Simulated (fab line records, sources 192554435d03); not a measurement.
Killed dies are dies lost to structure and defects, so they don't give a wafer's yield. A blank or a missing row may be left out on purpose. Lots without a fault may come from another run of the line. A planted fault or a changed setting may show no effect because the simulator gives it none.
fab line records | flow n5_finfet | part 1 of 2: steps 1 to 4 of 6
record lots=21 wafers=63 last_day=18
route steps=1938 shown HKMG_FIN@437 GATE_CUT@469
lots that met no fault: from a run of the same line without faults
start_h: hours from the record's first day to the start of the lot's first wafer shown | wait_h: hours since the lot's step before | " the same as in the row above | L1.1+2: a row that stands for several wafers | - no value, or no start given | * or withheld: withheld | < > ~ a bound
route shown NAME@n: a module of which the file shows steps, and the number in the route of the first | usual: mean/standard deviation of fault-free wafers | same: alike in all rows | chamber/n: place in a boat | sites: the reading at each site | _std_site: their standard deviation | _edge_site: outer sites' mean less inner sites' | radius_mm: how far each site lies from the wafer's centre | mask NAME#n: copy n | behind: the tool/chamber that last shaped the wafer | hold: why the lot was held/for how many hours/how that ended | device: the transistor (n, p or np) that didn't switch | end of line: the same wafers' tests at the end of the route | a step without rows: its recipe alone | killed: dies lost to structure and defects at the first sort, not the wafer's yield | map: a wafer's dies, x killed, . not, _ none there
set.NAME: the setting as run; set.NAME@STEP: as run at that earlier step | model.NAME: the simulator's own value behind a step, which no gauge read
steps of the route over a sample of lots; a table a step, a row a wafer
services: from which hour (start_h, from the record's first day; less than 0 if before it) a tool's chamber was out of use, for how many hours, and why
## steps
# step N5_HKMG_FIN_STRIP_34
# recipe chemistry=CF4 resist=SiARC power_w=300 bias_power_w=75 pressure_mtorr=50 cf4_flow_sccm=150 rf_frequency_hz=6e+07
# usual drypump_motor_current_A=5.8/0.43 oes_product_au=0.75/0.055 rf_vpp_V=270.8/0.88 showerhead_plenum_p_Torr=1.779/0.027 throttle_valve_pct=13.66/0.26
# columns lot.wafer tool chamber start_h wait_h drypump_motor_current_A oes_product_au rf_hours_counter_h rf_vpp_V showerhead_plenum_p_Torr throttle_valve_pct
L074.1 rie_diel-01 1 78.78 0.0 5.7 0.70 209 269.9 1.786 13.77
L074.2 " 0 " " 6.5 0.93 9 270.9 1.767 13.09
L074.5 " 2 " " 5.7 0.69 - 269.7 1.780 14.06
L075.1 rie_diel-02 0 81.32 0.0 5.6 0.81 79 269.1 1.737 13.48
L075.2 " 2 " " 6.0 0.76 137 271.5 1.802 13.94
L075.3 " 3 " " 6.1 0.80 84 269.4 1.813 13.43
L076.3 rie_diel-02 0 86.34 0.0 5.6 0.80 81 269.9 1.737 13.48
L076.4 " 3 " " 6.1 0.79 86 271.2 1.812 13.45
L076.6 " 2 " " 6.0 0.76 - 271.6 1.802 13.96
L078.4 rie_diel-02 0 99.25 0.0 5.6 0.80 85 269.7 1.736 13.48
L078.5 " 3 " " 6.1 0.78 - 271.6 1.811 13.44
L078.6 " 2 " " 5.9 0.75 - 271.4 1.801 13.95
L079.2 rie_diel-01 1 108.58 0.0 5.8 0.70 214 270.0 1.784 13.76
L079.4 " 3 " " 4.8 0.74 169 270.0 1.793 13.78
L079.6 " 3 " " 4.8 0.75 - 271.3 1.793 13.79
L080.1 rie_diel-02 1 113.74 0.0 6.1 0.73 139 271.9 1.802 13.43
L080.4 " 0 " " 5.6 0.79 91 271.4 1.734 13.50
L080.5 " 2 " " 6.0 0.76 - 270.6 1.799 13.95
L081.3 rie_diel-02 2 121.23 0.0 5.9 0.75 152 271.3 1.798 13.97
L081.5 " 1 " " 6.1 0.74 - 271.9 1.801 13.41
L081.6 " 2 " " 5.9 0.76 - 271.7 1.798 13.97
L082.1 rie_diel-05 2 123.83 0.0 5.1 0.73 152 269.8 1.726 13.66
L082.3 " 0 " " 5.1 0.69 216 272.3 1.774 13.59
L082.5 " 3 " " 5.8 0.72 - 271.3 1.788 14.01
L083.2 rie_diel-02 0 132.16 0.0 5.7 0.78 97 269.9 1.733 13.51
L083.5 " 2 " " 6.0 0.75 - 270.6 1.797 13.98
L083.6 " 1 " " 6.1 0.73 - 272.6 1.800 13.43
L084.1 rie_diel-01 3 135.17 0.0 4.8 0.74 179 269.3 1.791 13.79
L084.3 " 0 " " 6.5 0.88 31 270.7 1.761 13.14
L084.6 " 3 " " 4.8 0.74 - 271.6 1.791 13.80
L085.1 rie_diel-05 3 142.59 0.0 5.7 0.71 200 271.9 1.786 14.04
L085.2 " 1 " " 6.0 0.70 241 271.1 1.768 13.71
L085.3 " 2 " " 5.1 0.73 160 269.5 1.724 13.66
L087.2 rie_diel-02 2 158.30 0.0 5.9 0.75 164 270.7 1.795 14.00
L087.3 " 0 " " 5.6 0.78 105 271.3 1.730 13.53
L087.6 " 0 " " 5.6 0.78 - 270.4 1.730 13.53
L088.2 rie_diel-01 0 159.53 0.0 6.5 0.86 41 270.2 1.758 13.15
L088.4 " 1 " " 5.7 0.69 229 271.0 1.780 13.81
L088.6 " 0 " " 6.5 0.87 - 270.3 1.758 13.16
L089.2 rie_diel-05 0 176.86 0.0 5.1 0.68 230 270.3 1.769 13.63
L089.3 " 2 " " 5.1 0.72 173 268.3 1.720 13.70
L089.6 " 2 " " 5.1 0.71 - 269.4 1.720 13.71
L090.1 rie_diel-02 1 177.49 0.0 6.0 0.72 162 271.8 1.796 13.48
L090.2 " 3 " " 6.0 0.76 117 270.8 1.804 13.53
L090.6 " 0 " " 5.6 0.77 - 271.6 1.728 13.55
L091.1 rie_diel-01 0 179.66 0.0 6.5 0.86 47 270.2 1.756 13.18
L091.4 " 1 " " 5.7 0.69 235 271.0 1.779 13.81
L091.6 " 0 " " 6.5 0.86 - 270.2 1.756 13.15
L092.3 rie_diel-02 3 184.03 0.0 6.0 0.76 120 270.3 1.803 13.52
L092.4 " 0 " " 5.6 0.77 114 269.2 1.728 13.55
L092.6 " 2 " " 6.0 0.73 - 272.2 1.792 14.00
L093.1 rie_diel-02 1 189.54 0.0 6.1 0.71 166 271.5 1.794 13.46
L093.3 " 0 " " 5.6 0.77 116 270.1 1.727 13.54
L093.4 " 2 " " 5.9 0.74 176 269.9 1.791 14.02
L095.2 rie_diel-02 1 200.69 0.0 6.1 0.71 170 271.5 1.793 13.47
L095.5 " 0 " " 5.6 0.76 - 270.4 1.726 13.55
L095.6 " 1 " " 6.1 0.71 - 270.0 1.794 13.49
L096.1 rie_diel-02 0 209.14 0.0 5.6 0.76 123 269.6 1.725 13.55
L096.2 " 3 " " 6.1 0.75 127 271.4 1.800 13.53
L096.3 " 1 " " 6.1 0.70 173 270.9 1.793 13.49
L097.1 rie_diel-01 2 212.95 0.0 5.7 0.91 20 271.8 1.768 13.56
L097.2 " 1 " " 5.7 0.67 248 270.2 1.775 13.87
L097.4 " 3 " " 4.7 0.72 - 269.5 1.783 13.89
# step N5_HKMG_FIN_ALD_71
# recipe material=TiN target_thk_a=10 temp_c=400 ald_precursor_family=TiCl4 ald_co_reactant=NH3 pulse_time_s=1 purge_time_s=3 co_reactant_purge_time_s=2 co_reactant_pulse_time_s=2 ald_cycles=47 pressure_torr=3
# usual heater_power_w=909/95 precursor_pulse_height_rel=0.999/0.019
# columns lot.wafer tool chamber start_h wait_h heater_power_w precursor_pulse_height_rel since_wet_clean_h
L074.1 ald_metal-04 0 80.76 0.0 953 0.988 2821
L074.2 " 3 " " 832 1.048 2821
L074.5 " 0 " " 968 0.992 -
L075.1 ald_metal-01 2 83.25 0.0 921 1.015 4362
L075.2 " 3 " " 803 1.016 4362
L075.3 " 0 " " 946 0.994 4362
L076.3 ald_metal-01 0 88.11 0.0 944 0.996 4366
L076.4 " 1 " " 1011 1.010 4366
L076.6 " 1 " " 995 1.007 -
L078.4 ald_metal-01 2 101.30 0.0 955 0.981 4380
L078.5 " 3 " " 805 1.002 -
L078.6 " 0 " " 945 0.962 -
L079.2 ald_metal-03 0 110.81 0.0 880 1.008 5928
L079.4 " 3 " " 738 1.004 5928
L079.6 " 0 " " 893 1.025 -
L080.1 ald_metal-01 3 115.51 0.0 804 0.957 4394
L080.4 " 0 " " 946 1.035 4394
L080.5 " 0 " " 972 0.997 -
L081.3 ald_metal-01 2 123.01 0.0 919 0.960 4401
L081.5 " 2 " " 926 1.001 -
L081.6 " 1 " " 1036 1.001 -
L082.1 ald_metal-03 2 125.84 0.0 1090 0.980 5943
L082.3 " 0 " " 874 1.008 5943
L082.5 " 2 " " 1079 0.997 -
L083.2 ald_metal-03 3 134.12 0.0 740 1.005 5951
L083.5 " 1 " " 806 1.007 -
L083.6 " 0 " " 856 1.037 -
L084.1 ald_metal-04 1 136.97 0.0 982 0.988 2877
L084.3 " 0 " " 968 0.978 2877
L084.6 " 0 " " 968 1.004 -
L085.1 ald_metal-01 0 144.37 0.0 951 0.993 4423
L085.2 " 1 " " 1033 1.004 4423
L085.3 " 2 " " 956 1.015 4423
L087.2 ald_metal-03 2 160.13 0.0 1086 0.984 5977
L087.3 " 3 " " 737 1.004 5977
L087.6 " 2 " " 1049 0.986 -
L088.2 ald_metal-01 0 161.43 0.0 964 0.973 4440
L088.4 " 1 " " 1051 0.998 4440
L088.6 " 2 " " 954 0.975 -
L089.2 ald_metal-01 0 178.63 0.0 938 1.011 4457
L089.3 " 3 " " 801 1.004 4457
L089.6 " 2 " " 952 0.983 -
L090.1 ald_metal-04 0 179.25 0.0 968 1.000 2919
L090.2 " 2 " " 794 0.973 2919
L090.6 " 0 " " 962 0.969 -
L091.1 ald_metal-04 2 181.50 0.0 788 0.996 2921
L091.4 " 1 " " 947 1.022 2921
L091.6 " 2 " " 803 0.989 -
L092.3 ald_metal-04 3 185.81 0.0 844 1.010 2926
L092.4 " 0 " " 972 1.017 2926
L092.6 " 1 " " 963 1.000 -
L093.1 ald_metal-03 2 191.32 0.0 1066 1.043 6008
L093.3 " 3 " " 751 0.965 6008
L093.4 " 1 " " 818 1.037 6008
L095.2 ald_metal-04 0 202.52 0.0 950 1.015 2942
L095.5 " 2 " " 791 1.024 -
L095.6 " 3 " " 848 1.014 -
L096.1 ald_metal-03 3 211.03 0.0 782 0.981 6028
L096.2 " 0 " " 884 1.006 6028
L096.3 " 1 " " 808 0.985 6028
L097.1 ald_metal-01 3 214.72 0.0 802 0.991 4493
L097.2 " 2 " " 965 0.962 4493
L097.4 " 0 " " 936 1.007 4493
# step N5_GATE_CUT_ETCH_58
# recipe chemistry=CH3F/O2 target=SiNx target_depth_a=170 time_s=128.6 ion_energy_ev=50 pressure_mtorr=30 source_w=415 bias_w=21 Ar_flow_sccm=150 CH3F_flow_sccm=30 O2_flow_sccm=20
# usual O2_flow_sccm=20.00/0.059 drypump_motor_current_A=5.8/0.34 oes_product_au=0.78/0.084 rf_vpp_V=99.1/0.83 showerhead_plenum_p_Torr=2.02/0.051 throttle_valve_pct=16.34/0.29
# columns lot.wafer tool chamber start_h wait_h O2_flow_sccm drypump_motor_current_A oes_product_au rf_hours_counter_h rf_vpp_V showerhead_plenum_p_Torr throttle_valve_pct
L074.1 rie_diel-04 3 83.42 0.0 19.97 5.4 0.82 87 99.7 2.02 16.22
L074.2 " 1 " " 19.96 5.5 0.71 187 100.0 2.07 16.36
L074.5 " 3 " " 20.02 5.5 0.83 - 99.9 2.02 16.21
L075.1 rie_diel-06 3 86.15 0.2 19.92 5.8 0.66 242 99.9 2.05 16.28
L075.2 " 0 " " 19.99 5.7 0.72 196 98.8 2.07 16.33
L075.3 " 1 " " 20.00 5.9 0.71 197 100.5 1.99 16.78
L076.3 rie_diel-06 3 90.81 0.1 20.05 5.8 0.67 245 99.0 2.05 16.28
L076.4 " 2 " " 20.00 5.2 0.86 50 99.3 2.03 16.39
L076.6 " 0 " " 20.04 5.8 0.72 - 97.4 2.07 16.32
L078.4 rie_diel-04 0 103.95 0.0 19.91 6.3 0.67 229 99.3 1.97 16.77
L078.5 " 3 " " 20.05 5.4 0.81 - 100.0 2.02 16.23
L078.6 " 0 " " 19.99 6.3 0.67 - 100.5 1.97 16.76
L079.2 rie_diel-04 3 113.46 0.0 20.02 5.4 0.82 96 100.6 2.02 16.22
L079.4 " 1 " " 20.01 5.5 0.70 197 99.5 2.07 16.40
L079.6 " 2 " " 19.97 5.6 0.84 - 99.1 1.94 16.22
L080.1 rie_diel-06 2 118.17 0.0 20.06 5.2 0.85 58 99.8 2.02 16.41
L080.4 " 0 " " 20.00 5.7 0.70 - 100.2 2.06 16.34
L080.5 " 2 " " 19.96 5.2 0.85 - 98.1 2.02 16.40
L081.3 rie_diel-06 2 125.83 0.0 20.01 5.2 0.85 61 99.8 2.02 16.44
L081.5 " 0 " " 20.10 5.7 0.71 - 98.0 2.06 16.36
L081.6 " 3 " " 19.96 5.8 0.66 - 98.5 2.05 16.31
L082.1 rie_diel-03 0 128.52 0.1 19.99 5.6 0.91 32 97.4 1.96 15.75
L082.3 " 1 " " 19.96 6.1 0.75 152 99.6 2.09 16.70
L082.5 " 1 " " 19.91 6.1 0.76 - 100.0 2.09 16.69
L083.2 rie_diel-06 2 137.19 0.3 20.08 5.2 0.84 66 100.2 2.02 16.42
L083.5 " 2 " " 20.00 5.2 0.85 - 99.0 2.02 16.44
L083.6 " 3 " " 19.98 5.8 0.66 - 100.0 2.04 16.32
L084.1 rie_diel-06 0 139.62 0.0 20.07 5.7 0.70 216 99.8 2.06 16.36
L084.3 " 2 " " 20.04 5.2 0.85 67 98.5 2.02 16.42
L084.6 " 0 " " 20.01 5.7 0.71 - 100.5 2.06 16.36
L085.1 rie_diel-04 2 147.11 0.0 20.11 5.6 0.84 89 97.9 1.94 16.24
L085.2 " 0 " " 19.97 6.3 0.67 242 99.2 1.97 16.80
L085.3 " 1 " " 19.95 5.6 0.69 206 100.0 2.07 16.40
L087.2 rie_diel-03 2 162.88 0.0 19.95 6.3 0.94 12 98.9 1.96 16.00
L087.3 " 1 " " 20.04 6.1 0.76 162 99.3 2.09 16.71
L087.6 " 0 " " 19.95 5.6 0.89 - 99.0 1.95 15.74
L088.2 rie_diel-03 1 164.08 0.0 19.97 6.1 0.75 162 99.2 2.09 16.71
L088.4 " 0 " " 19.94 5.6 0.89 43 99.1 1.95 15.75
L088.6 " 3 " " 20.05 6.3 0.76 - 98.5 2.09 16.27
L089.2 rie_diel-04 3 181.69 0.0 20.04 5.4 0.79 115 97.6 2.01 16.28
L089.3 " 1 " " 20.00 5.6 0.69 217 99.3 2.06 16.43
L089.6 " 3 " " 20.03 5.4 0.80 - 98.6 2.01 16.28
L090.1 rie_diel-04 2 182.56 0.1 19.92 5.6 0.82 100 98.5 1.93 16.26
L090.2 " 3 " " 19.99 5.4 0.79 116 99.5 2.01 16.28
L090.6 " 2 " " 19.92 5.6 0.82 - 98.5 1.93 16.26
L091.1 rie_diel-06 1 184.65 0.1 20.00 5.9 0.70 221 98.1 1.98 16.84
L091.4 " 3 " " 19.93 5.8 0.93 9 98.9 2.04 15.80
L091.6 " 0 " " 20.10 5.7 0.70 - 99.0 2.05 16.38
L092.3 rie_diel-03 0 188.76 0.0 19.98 5.6 0.88 49 98.1 1.95 15.77
L092.4 " 3 " " 19.86 6.3 0.76 158 99.6 2.09 16.31
L092.6 " 3 " " 19.91 6.3 0.76 - 99.9 2.09 16.29
L093.1 rie_diel-03 1 194.03 0.0 20.02 6.1 0.75 171 99.6 2.08 16.72
L093.3 " 3 " " 19.92 6.3 0.75 160 98.7 2.09 16.29
L093.4 " 2 " " 20.09 6.3 0.92 21 99.4 1.96 16.00
L095.2 rie_diel-03 1 205.25 0.1 19.98 6.1 0.74 174 99.8 2.08 16.72
L095.5 " 1 " " 19.98 6.1 0.74 - 99.5 2.08 16.73
L095.6 " 0 " " 20.08 5.6 0.87 - 99.4 1.95 15.77
L096.1 rie_diel-04 1 213.77 0.0 19.89 5.5 0.68 230 98.9 2.06 16.45
L096.2 " 0 " " 19.95 6.3 0.94 8 98.3 1.96 16.35
L096.3 " 2 " " 19.93 5.6 0.80 113 97.8 1.93 16.29
L097.1 rie_diel-06 3 217.47 0.1 19.99 5.8 0.90 18 98.6 2.04 15.84
L097.2 " 2 " " 20.02 5.2 0.82 90 100.3 2.01 16.47
L097.4 " 0 " " 20.04 5.7 0.68 239 99.5 2.05 16.40
# step N5_GATE_CUT_SAC_CAP_01
# recipe material=SiNx target_thk_a=240 temp_c=400 ald_precursor_family=SiH2I2 ald_co_reactant=N2/H2-plasma pulse_time_s=1 ald_cycles=480 purge_time_s=2 co_reactant_purge_time_s=2 pressure_torr=2
# usual heater_power_w=837/54 precursor_pulse_height_rel=1.000/0.021
# columns lot.wafer tool chamber start_h wait_h heater_power_w precursor_pulse_height_rel since_wet_clean_h
L074.1 ald_sin-03 1 84.15 0.4 834 1.023 75
L074.2 " 3 " " 863 0.990 75
L074.5 " 1 85.23 1.5 833 1.026 -
L075.1 ald_sin-03 0 86.47 0.0 890 0.998 77
L075.2 " 1 " " 843 1.017 77
L075.3 " 2 " " 899 0.985 77
L076.3 ald_sin-04 2 92.92 1.8 881 1.042 283
L076.4 " 1 " " 798 0.992 283
L076.6 " 0 94.00 2.9 878 0.998 -
L078.4 ald_sin-04 1 104.28 0.0 816 0.985 294
L078.5 " 0 105.37 1.1 837 0.970 -
L078.6 " 1 " " 794 1.017 -
L079.2 ald_sin-03 0 113.78 0.0 896 0.990 104
L079.4 " 2 " " 883 0.967 104
L079.6 " 3 114.87 1.1 853 0.994 -
L080.1 ald_sin-04 2 118.58 0.0 871 1.001 308
L080.4 " 3 " " 877 0.986 308
L080.5 " 2 119.66 1.1 869 1.004 -
L081.3 ald_sin-04 2 126.15 0.0 876 0.992 316
L081.5 " 3 127.23 1.1 864 0.987 -
L081.6 " 2 " " 857 1.019 -
L082.1 ald_sin-04 2 128.84 0.0 870 1.005 319
L082.3 " 3 " " 875 1.010 319
L082.5 " 2 129.93 1.1 871 1.010 -
L083.2 ald_sin-04 2 137.52 0.0 868 1.025 327
L083.5 " 1 138.61 1.1 793 0.983 -
L083.6 " 0 " " 866 0.986 -
L084.1 ald_sin-02 2 139.94 0.0 699 0.968 41
L084.3 " 0 " " 803 0.991 41
L084.6 " 0 141.02 1.1 794 1.022 -
L085.1 ald_sin-02 1 147.60 0.2 805 1.021 48
L085.2 " 2 " " 691 1.012 48
L085.3 " 0 " " 789 0.989 48
L087.2 ald_sin-03 3 163.20 0.0 892 1.004 154
L087.3 " 1 " " 812 0.960 154
L087.6 " 0 164.28 1.1 897 0.965 -
L088.2 ald_sin-02 3 164.72 0.4 807 1.001 66
L088.4 " 1 " " 768 0.988 66
L088.6 " 0 165.81 1.4 797 1.007 -
L089.2 ald_sin-03 0 182.01 0.0 882 1.001 173
L089.3 " 3 " " 895 1.031 173
L089.6 " 1 183.10 1.1 826 0.994 -
L090.1 ald_sin-02 1 183.31 0.5 783 0.979 84
L090.2 " 0 " " 803 0.961 84
L090.6 " 3 184.40 1.5 801 1.006 -
L091.1 ald_sin-03 1 184.97 0.0 840 0.957 176
L091.4 " 0 " " 910 1.006 176
L091.6 " 3 186.05 1.1 868 0.986 -
L092.3 ald_sin-02 0 190.36 1.2 780 1.000 91
L092.4 " 2 " " 685 1.009 91
L092.6 " 0 191.44 2.3 800 1.021 -
L093.1 ald_sin-03 1 194.86 0.4 856 1.012 186
L093.3 " 0 " " 878 1.017 186
L093.4 " 3 " " 880 0.976 186
L095.2 ald_sin-02 3 206.33 0.8 835 0.994 107
L095.5 " 2 207.41 1.9 699 1.023 -
L095.6 " 0 " " 804 0.997 -
L096.1 ald_sin-03 1 214.17 0.1 846 1.024 205
L096.2 " 2 " " 875 1.012 205
L096.3 " 3 " " 887 0.999 205
L097.1 ald_sin-03 2 219.99 2.2 895 1.035 211
L097.2 " 0 " " 873 0.972 211
L097.4 " 1 " " 818 1.025 211
